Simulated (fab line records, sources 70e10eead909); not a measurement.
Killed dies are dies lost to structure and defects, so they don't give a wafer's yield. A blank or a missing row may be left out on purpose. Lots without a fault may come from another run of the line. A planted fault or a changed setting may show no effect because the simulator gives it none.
Chamber matching | flow nand_harc | NHARC_P_GATE_DESCUM_61 on rie_diel-07: 4 sister chambers
The step chemistry O2, time 3 s. 7 wafers are shown with their chamber, then 6 later ones without.

WAFERS WITH THEIR CHAMBER
wafer  | chamber | drypump_motor_current_A (A) | oes_product_au (a.u.)
L079.5 | 1       | 4.9                         | 0.994
L083.3 | 3       | 6.6                         | 0.994
L087.1 | 3       | 6.6                         | 0.995
L087.6 | 0       | 6.4                         | 1.001
L090.1 | 2       | 6.3                         | 1.020
L090.3 | 0       | 6.3                         | 1.014
L090.6 | 2       | 6.2                         | 1.024

WAFERS WITHOUT THEIR CHAMBER
wafer  | drypump_motor_current_A (A) | oes_product_au (a.u.)
L094.1 | 6.2                         | 1.008
L094.3 | 6.6                         | 0.990
L094.4 | 6.4                         | 0.998
L097.1 | 4.9                         | 0.979
L097.2 | 6.3                         | 0.999
L097.5 | 4.9                         | 0.975

WHICH CHAMBER EACH WENT THROUGH
wafer  | from the rows above     | in truth
L094.1 | can't be placed: 0 or 2 | 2
L094.3 | 3                       | 3
L094.4 | can't be placed: 0 or 3 | 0
L097.1 | 1                       | 1
L097.2 | 0                       | 0
L097.5 | 1                       | 1
Placed correctly: 4 of 6. Can't be placed from these rows: 2 (the true chamber is among the candidates in 2). Placed wrongly: 0.
How it was worked out, from the rows above alone: a wafer's distance from a chamber is the root of the sum, over the readings, of the square of ((its reading less the chamber's mean) divided by the reading's scatter). The wafer belongs to the nearest chamber; if the next one is less than 2 further off, it can't be placed. A chamber's mean is the mean of its shown wafers. The scatter: the root of (the sum of the squares of (reading less its chamber's mean) over the shown wafers, divided by (wafers less chambers)).
